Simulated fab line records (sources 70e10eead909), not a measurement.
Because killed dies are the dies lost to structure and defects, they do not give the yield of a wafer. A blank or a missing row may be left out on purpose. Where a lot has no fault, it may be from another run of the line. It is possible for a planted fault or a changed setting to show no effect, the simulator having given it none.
Chamber matching :: flow nand_harc :: NHARC_A_CHANNEL_FILL_D1_ALD_16 on ald_hk-01 has 4 sister chambers
The step deposits SiO2, target thk 1.5 nm, pulse time 10 s, ald cycles 15. 4 wafers are shown with their chamber, then 7 later ones without.

== WAFERS PAIRED WITH THEIR CHAMBERS ==
wafer: L329.6
chamber: 3
heater_power_w (W): 428

wafer: L328.1
chamber: 0
heater_power_w (W): 440

wafer: L328.2
chamber: 1
heater_power_w (W): 449

wafer: L328.6
chamber: 2
heater_power_w (W): 475

== WAFERS WITHOUT THEIR CHAMBER ==
wafer: L337.1
heater_power_w (W): 452

wafer: L345.1
heater_power_w (W): 471

wafer: L345.2
heater_power_w (W): 453

wafer: L345.6
heater_power_w (W): 474

wafer: L347.2
heater_power_w (W): 467

wafer: L347.4
heater_power_w (W): 422

wafer: L347.5
heater_power_w (W): 444

== THE CHAMBER EACH PASSED THROUGH ==
wafer: L337.1
from the rows above: can't be placed: 1 or 0
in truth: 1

wafer: L345.1
from the rows above: 2
in truth: 2

wafer: L345.2
from the rows above: can't be placed: 1 or 0
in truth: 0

wafer: L345.6
from the rows above: 2
in truth: 2

wafer: L347.2
from the rows above: 2
in truth: 2

wafer: L347.4
from the rows above: 3
in truth: 3

wafer: L347.5
from the rows above: can't be placed: 0 or 1
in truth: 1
4 of 7 placed correctly. These rows do not allow placing 3 (true chamber among the candidates in 3). Number placed wrongly: 0.
How it was worked out, from the rows above alone: a wafer's distance from a chamber is the root of the sum, over the readings, of the square of ((its reading less the chamber's mean) divided by the reading's scatter). If the next closest chamber is less than 2 further off than the closest, the wafer can't be placed; otherwise it belongs to the closest. A chamber's mean is the mean of its shown wafers. The scatter (one wafer shown for each chamber): square how far every hidden wafer sits from the nearest shown wafer, average those squares and take the square root.
